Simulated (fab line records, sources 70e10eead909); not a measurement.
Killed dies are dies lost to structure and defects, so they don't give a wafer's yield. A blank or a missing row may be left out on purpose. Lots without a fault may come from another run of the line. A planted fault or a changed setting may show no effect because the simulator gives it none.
fab line records | flow nand_harc | part 1 of 2: steps 1 to 23 of 35
record lots=5 wafers=15 last_day=29
route steps=1302 shown P_CONTACT@224 P_M0@253
lots that met no fault: from a run of the same line without faults
start_h: hours from the record's first day to the start of the lot's first wafer shown | wait_h: hours since the lot's step before | " the same as in the row above | L1.1+2: a row that stands for several wafers | - no value, or no start given | * or withheld: withheld | < > ~ a bound
route shown NAME@n: a module of which the file shows steps, and the number in the route of the first | usual: mean/standard deviation of fault-free wafers | same: alike in all rows | chamber/n: place in a boat | sites: the reading at each site | _std_site: their standard deviation | _edge_site: outer sites' mean less inner sites' | radius_mm: how far each site lies from the wafer's centre | mask NAME#n: copy n | behind: the tool/chamber that last shaped the wafer | hold: why the lot was held/for how many hours/how that ended | device: the transistor (n, p or np) that didn't switch | end of line: the same wafers' tests at the end of the route | a step without rows: its recipe alone | killed: dies lost to structure and defects at the first sort, not the wafer's yield | map: a wafer's dies, x killed, . not, _ none there
set.NAME: the setting as run; set.NAME@STEP: as run at that earlier step | model.NAME: the simulator's own value behind a step, which no gauge read
lots at some steps of the route; a table a step, a row a wafer
services: from which hour (start_h, from the record's first day; less than 0 if before it) a tool's chamber was out of use, for how many hours, and why
## steps
# step NHARC_P_CONTACT_COAT_33
# recipe temp_c=260 time_s=75
# columns lot.wafer tool chamber start_h wait_h
L076.1+4+5 litho_track-06 0 - -
L078.2+3+6 litho_track-06 0 - -
L080.1+2+6 litho_track-06 0 - -
L081.1+4+5 litho_track-06 0 - -
L086.1+3+5 litho_track-06 0 - -
# step NHARC_P_CONTACT_COAT_34
# recipe temp_c=225 time_s=65
# columns lot.wafer tool chamber start_h wait_h
L076.1+4+5 litho_track-06 0 - -
L078.2+3+6 litho_track-06 0 - -
L080.1+2+6 litho_track-06 0 - -
L081.1+4+5 litho_track-06 0 - -
L086.1+3+5 litho_track-06 0 - -
# step NHARC_P_CONTACT_COAT_06
# recipe spin_rpm=1500 resist_thk_nm=90
# usual dispense_pressure_kPa=47.7/0.76
# columns lot.wafer tool chamber start_h wait_h dispense_pressure_kPa
L076.1 litho_track-06 0 - - 47.5
L076.4 " 0 " " 47.5
L076.5 " 0 " " 47.5
L078.2 litho_track-06 0 - - 47.5
L078.3 " 0 " " 47.5
L078.6 " 0 " " 47.5
L080.1 litho_track-06 0 - - 47.5
L080.2 " 0 " " 47.5
L080.6 " 0 " " 47.5
L081.1 litho_track-06 0 - - 47.5
L081.4 " 0 " " 47.5
L081.5 " 0 " " 47.5
L086.1 litho_track-06 0 - - 47.5
L086.3 " 0 " " 47.5
L086.5 " 0 " " 47.4
# step NHARC_P_CONTACT_SOFTBAKE_07
# recipe temp_c=105 time_s=55
# columns lot.wafer tool chamber start_h wait_h
L076.1+4+5 litho_track-06 0 - -
L078.2+3+6 litho_track-06 0 - -
L080.1+2+6 litho_track-06 0 - -
L081.1+4+5 litho_track-06 0 - -
L086.1+3+5 litho_track-06 0 - -
# step NHARC_P_CONTACT_EBR_08
# columns lot.wafer tool chamber start_h wait_h
L076.1+4+5 litho_track-06 0 - -
L078.2+3+6 litho_track-06 0 - -
L080.1+2+6 litho_track-06 0 - -
L081.1+4+5 litho_track-06 0 - -
L086.1+3+5 litho_track-06 0 - -
# step NHARC_P_CONTACT_EXPOSE_09
# recipe na=1.35 target_cd_nm=90 dose_mj=81.26 mask_id=P_CA
# usual stage_vel_mm_s=499.96/0.27
# columns lot.wafer tool chamber start_h wait_h mask stage_vel_mm_s
L076.1 arfi_scanner-02 0 136.03 - P_CA#0 500.06
L076.4 " 0 " " P_CA#0 500.10
L076.5 " 0 " " P_CA#0 499.80
L078.2 arfi_scanner-02 0 156.05 - P_CA#0 499.88
L078.3 " 0 " " P_CA#0 499.74
L078.6 " 0 " " P_CA#0 500.01
L080.1 arfi_scanner-02 0 175.57 - P_CA#0 500.20
L080.2 " 0 " " P_CA#0 500.04
L080.6 " 0 " " P_CA#0 500.27
L081.1 arfi_scanner-01 0 193.13 - P_CA#0 500.11
L081.4 " 0 " " P_CA#0 500.24
L081.5 " 0 " " P_CA#0 500.40
L086.1 arfi_scanner-02 0 235.16 - P_CA#0 499.68
L086.3 " 0 " " P_CA#0 499.98
L086.5 " 0 " " P_CA#0 499.53
# step NHARC_P_CONTACT_PEB_10
# recipe peb_temp_c=100 peb_time_s=65
# columns lot.wafer tool chamber start_h wait_h
L076.1+4+5 litho_track-06 0 136.09 0.1
L078.2+3+6 litho_track-04 0 156.11 0.1
L080.1+2+6 litho_track-04 0 175.64 0.1
L081.1+4+5 litho_track-01 0 193.19 0.1
L086.1+3+5 litho_track-04 0 235.22 0.1
# step NHARC_P_CONTACT_DEVELOP_11
# recipe develop_time_s=35 dev_temp_c=23
# usual developer_temp_C=22.98/0.11
# same develop_time_s=35
# columns lot.wafer tool chamber start_h wait_h developer_temp_C
L076.1 litho_track-06 0 - - 22.94
L076.4 " 0 " " 22.97
L076.5 " 0 " " 22.90
L078.2 litho_track-04 0 - - 22.93
L078.3 " 0 " " 22.99
L078.6 " 0 " " 22.93
L080.1 litho_track-04 0 - - 23.01
L080.2 " 0 " " 23.11
L080.6 " 0 " " 22.94
L081.1 litho_track-01 0 - - 23.10
L081.4 " 0 " " 23.08
L081.5 " 0 " " 23.19
L086.1 litho_track-04 0 - - 23.01
L086.3 " 0 " " 22.87
L086.5 " 0 " " 23.08
# step NHARC_P_CONTACT_CD_MEAS_12
# recipe target_cd_nm=90 landing_energy_ev=500
# usual cd_nm=90.0/0.53
# columns lot.wafer tool chamber start_h wait_h cd_nm
L076.1 cd_sem-03 0 136.17 - 89.5
L076.4 " 0 " " 90.5
L076.5 " 0 " " 90.5
L078.2 cd_sem-02 0 156.19 - 89.0
L078.3 " 0 " " 89.8
L078.6 " 0 " " 88.7
L080.1 cd_sem-03 0 175.71 - 90.5
L080.2 " 0 " " 89.9
L080.6 " 0 " " 90.3
L081.1 cd_sem-01 0 193.27 - 90.1
L081.4 " 0 " " 89.9
L081.5 " 0 " " 90.6
L086.1 cd_sem-02 0 235.30 - 89.6
L086.3 " 0 " " 89.6
L086.5 " 0 " " 90.2
# step NHARC_P_CONTACT_OVL_MEAS_13
# usual overlay_x_nm=-0.1/0.76 overlay_y_nm=0.0/0.85
# columns lot.wafer tool chamber start_h wait_h overlay_x_nm overlay_y_nm
L076.1 overlay-02 - 136.25 - -0.6 0.0
L076.4 " - " " -0.3 -0.3
L076.5 " - " " -0.7 -0.4
L078.2 overlay-01 - 156.28 - -0.2 -0.1
L078.3 " - " " -0.3 -0.1
L078.6 " - " " -0.6 0.0
L080.1 overlay-02 - 175.80 - -0.4 0.0
L080.2 " - " " 0.5 -0.3
L080.6 " - " " 0.0 -0.2
L081.1 overlay-01 - 193.36 - 0.2 -0.7
L081.4 " - " " 0.5 -0.5
L081.5 " - " " 0.6 -1.0
L086.1 overlay-02 - 235.39 - 1.5 -0.7
L086.3 " - " " 1.2 -0.1
L086.5 " - " " 1.3 -0.5
# step NHARC_P_CONTACT_INSPECT_14
# usual raw_defect_count=3.8/2.2
# columns lot.wafer tool chamber start_h wait_h raw_defect_count
L076.1 defect_inspect-02 - 136.29 0.0 1
L076.4 " - " " 1
L076.5 " - " " 2
L078.2 defect_inspect-01 - 156.31 0.0 2
L078.3 " - " " 6
L078.6 " - " " 3
L080.1 defect_inspect-01 - 175.84 0.0 0
L080.2 " - " " 4
L080.6 " - " " 4
L081.1 defect_inspect-02 - 193.39 0.0 6
L081.4 " - " " 4
L081.5 " - " " 4
L086.1 defect_inspect-01 - 235.43 0.0 2
L086.3 " - " " 5
L086.5 " - " " 2
# step NHARC_P_CONTACT_DESCUM_17
# recipe time_s=3 o2_flow_sccm=200 ar_flow_sccm=0 bias_power_w=0 chemistry=O2
# usual drypump_motor_current_A=6.0/0.41 oes_product_au=1.002/0.0068 rf_vpp_V=58.0/0.89 showerhead_plenum_p_Torr=1.95/0.089 throttle_valve_pct=11.311/0.0085
# columns lot.wafer tool chamber start_h wait_h drypump_motor_current_A oes_product_au rf_hours_counter_h rf_vpp_V showerhead_plenum_p_Torr throttle_valve_pct
L076.4 rie_diel-12 1 136.36 0.1 6.2 1.014 0.6 58.6 2.00 11.316
L076.1 " 2 " " 5.7 1.002 0.6 57.5 2.03 11.313
L076.5 " 0 " " 6.0 0.997 - 55.8 1.82 11.301
L078.2 rie_diel-12 1 156.39 0.1 6.2 1.003 1.8 59.1 2.00 11.324
L078.3 " 2 " " 5.7 1.008 1.7 57.8 2.03 11.311
L078.6 " 0 " " 6.0 1.012 - 58.1 1.82 11.319
L080.2 rie_diel-10 3 175.90 0.1 4.7 1.014 6.4 58.1 1.81 11.304
L080.1 " 0 " " 6.2 1.003 6.8 58.3 2.01 11.310
L080.6 " 0 " " 6.2 1.007 - 58.5 2.01 11.297
L081.4 rie_diel-12 3 193.46 0.1 5.9 0.990 1.9 57.9 1.85 11.311
L081.1 " 2 " " 5.8 1.003 2.9 57.3 2.03 11.312
L081.5 " 0 " " 6.0 0.993 - 56.2 1.82 11.286
L086.3 rie_diel-10 0 235.49 0.1 6.2 1.001 9.6 57.8 2.01 11.312
L086.1 " 2 " " 5.3 0.998 7.3 58.9 1.82 11.307
L086.5 " 1 " " 5.9 0.991 - 58.4 1.89 11.324
# step NHARC_P_CONTACT_ETCH_35
# recipe target_depth_a=390 over_etch_frac=0.3 time_s=65 ion_energy_ev=80 cf4_flow_sccm=150 ar_flow_sccm=0 rf_w=300 bias_w=100 chemistry=CF4
# usual drypump_motor_current_A=6.0/0.42 oes_product_au=1.002/0.0068 rf_fwd_power_W=297.4/1.2 rf_vpp_V=151.5/1.2 showerhead_plenum_p_Torr=1.80/0.077 throttle_valve_pct=13.284/0.0087
# columns lot.wafer tool chamber start_h wait_h drypump_motor_current_A oes_product_au rf_fwd_power_W rf_hours_counter_h rf_vpp_V showerhead_plenum_p_Torr throttle_valve_pct
L076.1 rie_diel-12 1 136.45 0.1 6.2 1.009 296.1 0.6 153.0 1.84 13.277
L076.4 " 2 " " 5.8 1.012 297.0 0.6 152.5 1.87 13.273
L076.5 " 3 " " 5.9 1.001 295.8 - 150.1 1.72 13.280
L078.3 rie_diel-12 3 156.46 0.1 5.9 1.000 296.5 0.8 151.4 1.72 13.270
L078.2 " 1 " " 6.1 1.004 297.7 1.8 153.8 1.84 13.296
L078.6 " 3 " " 5.9 1.004 298.4 - 150.7 1.72 13.270
L080.1 rie_diel-10 0 176.00 0.1 6.2 1.003 298.0 6.9 153.2 1.85 13.280
L080.2 " 2 " " 5.3 1.000 299.2 3.9 150.6 1.69 13.289
L080.6 " 0 " " 6.2 0.995 298.7 - 150.9 1.85 13.289
L081.4 rie_diel-12 0 193.55 0.1 6.0 0.997 298.7 2.7 151.5 1.69 13.288
L081.1 " 2 " " 5.7 0.991 299.2 2.9 152.9 1.87 13.287
L081.5 " 0 " " 6.0 0.989 300.7 - 149.5 1.69 13.277
L086.3 rie_diel-10 0 235.57 0.1 6.2 0.998 296.7 9.6 150.6 1.85 13.273
L086.1 " 2 " " 5.3 1.001 299.6 7.3 150.1 1.69 13.299
L086.5 " 0 " " 6.2 0.994 297.1 - 151.6 1.85 13.275
# step NHARC_P_CONTACT_ETCH_36
# recipe target_depth_a=2600 over_etch_frac=0.25 time_s=406.25 ion_energy_ev=200 n2_flow_sccm=150 h2_flow_sccm=150 ar_flow_sccm=0 rf_w=400 bias_w=150 chemistry=N2/H2
# usual drypump_motor_current_A=6.0/0.42 n2_flow_sccm=150.0/0.44 oes_product_au=1.001/0.0072 rf_fwd_power_W=399.3/1.1 rf_vpp_V=431.6/2.7 showerhead_plenum_p_Torr=2.08/0.097 throttle_valve_pct=14.171/0.0088
# columns lot.wafer tool chamber start_h wait_h drypump_motor_current_A n2_flow_sccm oes_product_au rf_fwd_power_W rf_hours_counter_h rf_vpp_V showerhead_plenum_p_Torr throttle_valve_pct
L076.1 rie_diel-12 3 - - 5.9 150.1 1.015 399.0 0.5 426.7 1.97 14.165
L076.4 " 0 " " 6.0 149.8 0.997 398.8 0.6 428.0 1.94 14.163
L076.5 " 1 " " 6.2 150.2 1.001 397.6 - 433.4 2.13 14.174
L078.3 rie_diel-12 0 - - 6.0 149.9 0.990 399.6 1.7 428.7 1.94 14.169
L078.2 " 1 " " 6.2 150.8 1.001 398.6 1.9 433.3 2.13 14.169
L078.6 " 3 " " 5.9 150.0 1.004 398.9 - 428.3 1.97 14.175
L080.1 rie_diel-10 3 - - 4.7 150.3 0.992 400.6 6.5 429.2 1.93 14.165
L080.2 " 2 " " 5.3 149.3 1.006 399.1 4.0 427.3 1.93 14.166
L080.6 " 0 " " 6.2 149.9 0.991 400.5 - 434.4 2.15 14.178
L081.4 rie_diel-12 0 - - 6.0 149.7 0.992 397.7 2.8 428.2 1.94 14.163
L081.1 " 3 " " 5.9 150.1 0.993 399.0 2.0 429.1 1.97 14.170
L081.5 " 1 " " 6.2 149.8 0.998 400.6 - 435.0 2.13 14.174
L086.1 rie_diel-10 0 - - 6.2 149.9 0.999 400.0 9.7 432.8 2.15 14.171
L086.3 " 3 " " 4.7 150.2 1.012 397.6 9.4 426.6 1.93 14.185
L086.5 " 1 " " 5.9 150.8 0.999 399.0 - 429.1 2.01 14.169
# step NHARC_P_CONTACT_ETCH_18
# recipe target_depth_a=4810 time_s=240.5 c4f8_flow_sccm=20 o2_flow_sccm=10 ar_flow_sccm=withheld rf_w=600 bias_w=1500 chemistry=C4F8/O2/Ar
# usual oes_product_au=0.964/0.016 rf_fwd_power_W=598.4/1.8 rf_vpp_V=980/6.1
# columns lot.wafer tool chamber start_h wait_h oes_product_au rf_fwd_power_W rf_hours_counter_h rf_vpp_V
L076.4 rie_diel-12 2 - - 0.987 601.6 0.9 986
L076.1 " 3 " " 0.974 599.3 0.6 974
L076.5 " 1 " " 0.970 596.9 - 984
L078.2 rie_diel-12 2 - - 0.966 596.2 2.0 985
L078.3 " 3 " " 0.953 598.0 1.1 973
L078.6 " 0 " " 0.950 597.8 - 972
L080.1 rie_diel-10 2 - - 0.951 598.9 4.2 971
L080.2 " 3 " " 0.943 595.0 6.7 972
L080.6 " 0 " " 0.939 597.7 - 985
L081.4 rie_diel-12 2 - - 0.982 599.2 3.1 986
L081.1 " 3 " " 0.963 597.0 2.1 974
L081.5 " 2 " " 0.984 599.4 - 987
L086.1 rie_diel-10 0 - - 0.962 596.7 9.9 985
L086.3 " 1 " " 0.953 599.6 9.6 976
L086.5 " 2 " " 0.970 599.3 - 972
# step NHARC_P_CONTACT_STRIP_37
# recipe c4f8_flow_sccm=withheld o2_flow_sccm=8 ar_flow_sccm=withheld bias_w=0 chemistry=C4F8/O2/Ar
# columns lot.wafer tool chamber start_h wait_h
L076.1+4+5 rie_diel-12 0,2,3 - -
L078.3+2+6 rie_diel-12 2,0,1 - -
L080.2+1+6 rie_diel-10 0,3,3 - -
L081.1+4+5 rie_diel-12 0,3,1 - -
L086.1+3+5 rie_diel-10 2,3,1 - -
# step NHARC_P_CONTACT_ETCH_31
# recipe target_depth_a=300 time_s=85.7 ion_energy_ev=120 over_etch_frac=1 ch3f_flow_sccm=50 o2_flow_sccm=30 ar_flow_sccm=200 rf_w=500 bias_w=100 chemistry=CH3F/O2
# usual ch3f_flow_sccm=50.00/0.14 drypump_motor_current_A=6.0/0.44 oes_product_au=0.982/0.01 rf_fwd_power_W=496.8/1.7 rf_vpp_V=244.8/1.8 showerhead_plenum_p_Torr=2.50/0.11 throttle_valve_pct=20.663/0.0097
# columns lot.wafer tool chamber start_h wait_h ch3f_flow_sccm drypump_motor_current_A oes_product_au rf_fwd_power_W rf_hours_counter_h rf_vpp_V showerhead_plenum_p_Torr throttle_valve_pct
L076.4 rie_diel-12 0 - - 49.93 6.0 0.977 499.7 0.8 241.5 2.35 20.668
L076.1 " 1 " " 49.85 6.2 0.977 494.3 1.0 244.4 2.56 20.651
L076.5 " 1 " " 50.07 6.2 0.990 495.6 - 246.6 2.56 20.668
L078.2 rie_diel-12 3 - - 50.06 5.9 0.973 498.6 1.2 242.1 2.38 20.668
L078.3 " 0 " " 49.75 6.0 0.986 500.3 1.9 242.9 2.34 20.671
L078.6 " 3 " " 50.16 5.9 0.982 498.0 - 243.9 2.38 20.665
L080.1 rie_diel-10 3 - - 50.23 4.8 0.970 495.2 6.8 241.6 2.33 20.668
L080.2 " 2 " " 49.73 5.3 0.968 497.8 4.3 242.2 2.34 20.654
L080.6 " 3 " " 50.00 4.8 0.977 497.4 - 241.8 2.33 20.665
L081.1 rie_diel-12 3 - - 49.79 5.9 0.988 495.7 2.2 243.5 2.38 20.661
L081.4 " 0 " " 50.07 6.0 0.970 497.5 3.0 243.5 2.34 20.671
L081.5 " 0 " " 49.94 6.0 0.979 498.0 - 242.0 2.34 20.661
L086.1 rie_diel-10 3 - - 50.46 4.7 0.991 498.0 9.6 242.0 2.33 20.668
L086.3 " 0 " " 49.98 6.2 0.972 495.9 10.0 244.6 2.58 20.658
L086.5 " 3 " " 50.07 4.7 0.984 498.6 - 242.8 2.33 20.676
# step NHARC_P_CONTACT_CD_MEAS_19
# usual cd_nm=89.9/1
# columns lot.wafer tool chamber start_h wait_h cd_nm
L076.1 cd_sem-03 - 137.22 - 90.8
L076.4 " - " " 90.4
L076.5 " - " " 89.7
L078.2 cd_sem-01 - 157.25 - 88.2
L078.3 " - " " 88.5
L078.6 " - " " 90.6
L080.1 cd_sem-03 - 176.91 - 90.3
L080.2 " - " " 88.3
L080.6 " - " " 89.1
L081.1 cd_sem-01 - 194.33 - 91.8
L081.4 " - " " 91.1
L081.5 " - " " 89.9
L086.1 cd_sem-02 - 236.36 - 89.1
L086.3 " - " " 89.9
L086.5 " - " " 91.1
# step NHARC_P_CONTACT_STRIP_28
# recipe o2_flow_sccm=500 ar_flow_sccm=0 bias_w=0 chemistry=O2
# usual drypump_motor_current_A=5.9/0.48 oes_product_au=1.002/0.0063 rf_vpp_V=57.8/0.96 showerhead_plenum_p_Torr=3.55/0.16 throttle_valve_pct=17.037/0.0092
# columns lot.wafer tool chamber start_h wait_h drypump_motor_current_A oes_product_au rf_hours_counter_h rf_vpp_V showerhead_plenum_p_Torr throttle_valve_pct
L076.4 rie_diel-09 1 137.31 0.1 6.4 1.014 5.3 57.8 3.74 17.044
L076.1 " 2 " " 6.2 1.001 3.9 58.9 3.80 17.032
L076.5 " 0 " " 6.5 1.007 - 59.1 3.54 17.041
L078.3 rie_diel-10 2 157.34 0.1 5.3 1.011 2.8 56.0 3.36 17.048
L078.2 " 0 " " 6.2 1.007 6.2 58.5 3.70 17.051
L078.6 " 1 " " 5.9 1.002 - 57.0 3.49 17.063
L080.1 rie_diel-09 1 177.02 0.1 6.4 1.004 0.8 58.3 3.74 17.025
L080.2 " 2 " " 6.3 0.985 0.7 58.2 3.80 17.038
L080.6 " 0 " " 6.5 0.994 - 55.9 3.54 17.046
L081.1 rie_diel-12 0 194.42 0.1 6.0 0.999 3.1 58.0 3.37 17.036
L081.4 " 1 " " 6.2 1.015 3.3 59.2 3.67 17.021
L081.5 " 3 " " 5.9 1.010 - 57.0 3.42 17.027
L086.3 rie_diel-12 0 236.43 0.1 6.0 0.997 3.5 58.7 3.37 17.048
L086.1 " 1 " " 6.2 1.013 3.9 56.3 3.67 17.046
L086.5 " 0 " " 6.0 1.000 - 56.9 3.37 17.026
# step NHARC_P_CONTACT_STRIP_29
# recipe time_s=1200 temp_c=72.5 chemistry=post_etch_residue_remover
# columns lot.wafer tool chamber start_h wait_h
L076.1+4+5 wet_bench-04 2,4,5 137.49 -
L078.3+2+6 wet_bench-09 1,3,4 157.53 -
L080.2+1+6 wet_bench-06 7,0,1 177.17 -
L081.5+4+1 wet_bench-09 3,7,0 194.59 -
L086.5+3+1 wet_bench-06 5,7,0 236.63 -
# step NHARC_P_CONTACT_DEGAS_38
# recipe temp_c=300 time_s=60
# usual heater_power_w=456/48 susceptor_temp_C=300.00/0.17
# columns lot.wafer tool chamber start_h wait_h heater_power_w susceptor_temp_C
L076.1 pvd_sputter-02 - 137.94 - 456 300.26
L076.4 " - " " 363 299.73
L076.5 " - " " 464 300.16
L078.2 pvd_sputter-02 - 158.02 - 451 299.91
L078.3 " - " " 452 300.03
L078.6 " - " " 447 299.97
L080.1 pvd_sputter-01 - 177.63 - 412 299.66
L080.2 " - " " 422 300.22
L080.6 " - " " 415 299.89
L081.4 pvd_sputter-03 - 195.04 - 428 -
L081.1 " - " " 440 -
L081.5 " - " " 415 -
L086.3 pvd_sputter-01 - 237.09 - 536 299.96
L086.1 " - " " 428 300.19
L086.5 " - " " 440 299.90
# step NHARC_P_CONTACT_PRE_CLEAN_39
# recipe time_s=19.5 bias_v=250 gas=Ar
# columns lot.wafer tool chamber start_h wait_h
L076.4+1+5 pvd_sputter-02 - - -
L078.3+2+6 pvd_sputter-02 - - -
L080.1+2+6 pvd_sputter-01 - - -
L081.1+4+5 pvd_sputter-03 - - -
L086.3+1+5 pvd_sputter-01 - - -
# step NHARC_P_CONTACT_PVD_32
# recipe target_thk_a=50 chamber_pressure_pa=5 power_w=5000 substrate_temp_c=200 time_s=17.7 material=Ti
# usual cathode_dc_power_W=5000.1/0.83 throttle_valve_pct=30.4/1.2
# columns lot.wafer tool chamber start_h wait_h cathode_dc_power_W throttle_valve_pct
L076.4 pvd_sputter-02 - - - 5000.5 28.6
L076.1 " - " " 5000.1 30.8
L076.5 " - " " 5000.1 29.5
L078.3 pvd_sputter-02 - - - 4999.7 29.7
L078.2 " - " " 4998.7 29.0
L078.6 " - " " 5001.1 29.8
L080.2 pvd_sputter-01 - - - 5000.9 32.6
L080.1 " - " " 5000.6 30.5
L080.6 " - " " 4998.6 29.9
L081.4 pvd_sputter-03 - - - 4998.7 29.8
L081.1 " - " " 4999.6 30.1
L081.5 " - " " 5000.5 29.5
L086.1 pvd_sputter-01 - - - 4999.1 30.9
L086.3 " - " " 4999.8 33.6
L086.5 " - " " 5000.6 29.7
